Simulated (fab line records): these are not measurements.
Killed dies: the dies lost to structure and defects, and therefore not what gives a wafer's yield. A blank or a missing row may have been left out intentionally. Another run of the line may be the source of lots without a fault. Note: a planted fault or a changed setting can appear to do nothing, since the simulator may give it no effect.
Struck lot and sound lot, side by side | flow n5_finfet | 37 steps out of a route of 1938
Sound: wafers L966.1, L966.3, L966.5. The struck wafers were L973.1, L973.5, L973.6. The cause is named last.
For every step that has rows: the tool of each side, followed by ch and its chambers, followed by its first start. Under that, the readings that differ: sound wafers | struck wafers | difference of the means | sigmas: that difference in standard deviations of wafers without a fault.
alike: readings whose means differ by less than 2 such deviations, and words and numbers that are the same on both sides. not compared: withheld readings, readings that some wafer has no value for, bounds like >300 that may hide the same value, and numbers for which the record gives no deviation and whose values overlap.
A row with sigmas, a row that says differs or no value, or rows on one side alone: a step with any of these is where the two part. Non-overlapping numbers with no deviation appear without sigmas and do not part them. Lack of a reading on every wafer of one side parts them only where that side has two or more wafers.

first, 10 steps without rows for these wafers: N5_MOL_CONTACT_COAG_PRE_CLEAN_141 (time 60 s); N5_MOL_CONTACT_COAG_SPUTTER_143 (material Co, target thk 2.5 nm); N5_MOL_CONTACT_COAG_CO_FILL_22 (material Co, precursor CCTBA/H2, target thk 20 nm); N5_MOL_CONTACT_COAG_ANNEAL_113 (time 300 s); N5_MOL_CONTACT_COAG_PRE_CLEAN_142 (time 60 s); N5_MOL_CONTACT_COAG_SPUTTER_130 (material Co, target thk 47.5 nm); N5_MOL_CONTACT_COAG_PRECLEAN_125 (cleans in DIW, time 57.5 s); N5_MOL_CONTACT_COAG_SRD_126 (dry time 32 s); N5_MOL_CONTACT_COAG_CMP_23 (polishes, stops on SiO2, t overpolish 1.5 s, target thk 0 nm); N5_MOL_CONTACT_COAG_WET_ETCH_26 (target Co, target depth 13 nm).
N5_MOL_CONTACT_COAG_WET_ETCH_116: etches the open film in SC1-inhibited, target depth 4.6 nm, rinse time 30 s.
  sound on wet_bench-02 ch 1,3,4, day 5 13:23; struck on wet_bench-06 ch 2,3,6, day 7 03:47
then, 25 steps without rows for these wafers: N5_MOL_CONTACT_COAG_ALD_27 (deposits SiOC, target thk 17 nm, pulse time 1.5 s, time 2720 s); N5_MOL_CONTACT_COAG_CMP_28 (polishes, stops on SiNx, t overpolish 0.85 s, target thk 14.522 nm); N5_MOL_CONTACT_COAG_ALD_123 (deposits SiNx, target thk 5 nm, pulse time 1 s, purge time 2 s); N5_MOL_CONTACT_COAG_PECVD_31 (deposits SiO2 from TEOS/O2, target thk 46 nm, time 8.9 s); N5_MOL_CONTACT_COAG_COAT_75 (time 60 s, resist thk 60 nm); N5_MOL_CONTACT_COAG_COAT_76 (time 60 s, resist thk 10 nm); N5_MOL_CONTACT_COAG_COAT_77 (time 60 s, resist thk 10 nm); N5_MOL_CONTACT_COAG_COAT_78 (resist thk 40 nm); N5_MOL_CONTACT_COAG_EBR_80; N5_MOL_CONTACT_COAG_SOFTBAKE_79 (time 60 s); N5_MOL_CONTACT_COAG_EXPOSE_81 (exposes mask VG, defocus 0 nm); N5_MOL_CONTACT_COAG_PEB_82 (peb time 60 s); N5_MOL_CONTACT_COAG_DEVELOP_83 (develop time 30 s); N5_MOL_CONTACT_COAG_DESCUM_88 (chemistry O2, time 7 s); N5_MOL_CONTACT_COAG_ETCH_89 (etches underlayer in N2/H2, target depth 13 nm, time 10.4 s); N5_MOL_CONTACT_COAG_ETCH_90 (etches SiARC in CF4, target depth 13 nm, time 21.7 s); N5_MOL_CONTACT_COAG_ALD_131 (deposits SiO2, target thk 5 nm, pulse time 1 s, co reactant pulse time 1 s); N5_MOL_CONTACT_COAG_ETCHBACK_132 (etches SiO2 in CHF3, target depth 10 nm, time 6.7 s); N5_MOL_CONTACT_COAG_ETCH_91 (etches SOC in N2/H2, target depth 60 nm, overetch 21 nm, time 101.2 s); N5_MOL_CONTACT_COAG_STRIP_92 (strips in N2/H2); N5_MOL_CONTACT_COAG_STRIP_93 (strips in N2/H2); N5_MOL_CONTACT_COAG_ETCHBACK_135 (etches SiO2 in CHF3, target depth 25 nm, time 16.7 s); N5_MOL_CONTACT_COAG_STRIP_118 (strips in CHF3); N5_MOL_CONTACT_COAG_VIA_ETCH_46 (etches SiO2 in C4F6/O2, target depth 46 nm, overetch 9.2 nm, time 40 s); N5_MOL_CONTACT_COAG_STRIP_96 (strips in N2/H2).
-- here the record skips 9 days between the struck wafers' starts before and after, leaving off in module MOL_CONTACT_COAG and picking up in module PASSIVATION (first step shown: number 1936 of the route) --
N5_PASSIVATION_PROBE_49:
  the record has rows for the struck wafers here (prober-02, day 16 15:42) and none for the sound ones

## WHERE THEY PART
Only at N5_PASSIVATION_PROBE_49, as far as this record shows.

WHY: what had been put in by the simulator
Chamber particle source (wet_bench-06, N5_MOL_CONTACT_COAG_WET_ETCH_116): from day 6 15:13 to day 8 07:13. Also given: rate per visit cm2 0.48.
